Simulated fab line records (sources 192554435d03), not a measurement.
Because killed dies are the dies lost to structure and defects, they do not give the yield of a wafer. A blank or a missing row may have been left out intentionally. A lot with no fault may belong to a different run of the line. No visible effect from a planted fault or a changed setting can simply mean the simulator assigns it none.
Matching of chambers	flow n5Finfet	N5_BEOL_M1_ALD_84 on aldMetal-04 has 4 sister chambers
The step deposits TaN, pulse time 2 s, purge time 3 s, co reactant purge time 2 s. 22 wafers are shown with their chamber, then 11 later ones without.

== EACH WAFER AND ITS CHAMBER ==
wafer	chamber	heaterPowerW (W)	chamberPressureTorr (Torr)	mfcCarrierSccm (sccm)
L074.1	3	546	3.008	1501
L074.4	1	434	3.010	1501
L074.5	0	386	2.999	1502
L075.3	1	439	3.011	1493
L075.4	2	420	2.998	1495
L075.6	3	528	2.993	1504
L076.2	1	436	2.994	1505
L076.3	0	406	3.006	1499
L076.5	3	540	3.002	1503
L077.2	0	393	3.005	1499
L077.3	3	523	3.000	1492
L077.5	0	393	3.001	1501
L081.2	3	524	2.990	1507
L081.5	3	528	3.012	1501
L081.6	0	394	2.991	1497
L083.4	2	407	2.999	1504
L083.5	0	398	3.001	1495
L083.6	1	437	3.010	1496
L085.4	0	401	3.003	1511
L085.5	1	439	2.989	1506
L085.6	2	433	3.019	1500
L091.2	2	423	3.003	1496

SIGNATURES (means of the wafers above)
reading	chamber 0	chamber 1	chamber 2	chamber 3	scatter within a chamber
heaterPowerW	395.86	437.00	420.75	531.50	7.63
chamberPressureTorr	3.00086	3.00280	3.00475	3.00083	0.00826
mfcCarrierSccm	1500.57	1500.20	1498.75	1501.33	5.09
Rule: distance of a wafer from a chamber = root of the sum over the readings of ((wafer's reading minus chamber's mean) / reading's scatter) squared. If the next closest chamber is less than 2 further off than the closest, the wafer can't be placed; otherwise it belongs to the closest. The scatter is the square root of a quotient: the sum, over the shown wafers, of each reading's squared deviation from its chamber's mean, divided by wafers minus chambers.

== WAFERS WHOSE CHAMBER IS MISSING ==
wafer	heaterPowerW (W)	chamberPressureTorr (Torr)	mfcCarrierSccm (sccm)
L091.4	409	3.003	1499
L091.5	393	2.999	1502
L095.1	421	2.996	1497
L095.3	432	2.997	1503
L095.5	401	3.008	1498
L096.1	418	2.999	1505
L096.2	395	3.001	1508
L096.5	425	2.995	1502
L097.1	441	3.006	1493
L097.2	419	3.003	1502
L097.4	398	3.005	1495

== THE CHAMBER EACH PASSED THROUGH ==
wafer	from the rows above	in truth
L091.4	can't be placed: 2 or 0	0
L091.5	0	0
L095.1	can't be placed: 2 or 1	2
L095.3	can't be placed: 1 or 2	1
L095.5	can't be placed: 0 or 2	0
L096.1	can't be placed: 2 or 1 or 0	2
L096.2	0	0
L096.5	can't be placed: 2 or 1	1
L097.1	can't be placed: 1 or 2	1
L097.2	can't be placed: 2 or 1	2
L097.4	can't be placed: 0 or 2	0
Correct placement for 2 of the 11. Cannot be placed on the basis of these rows: 9; the candidates contain the true chamber in 9. Placed wrongly: 0.
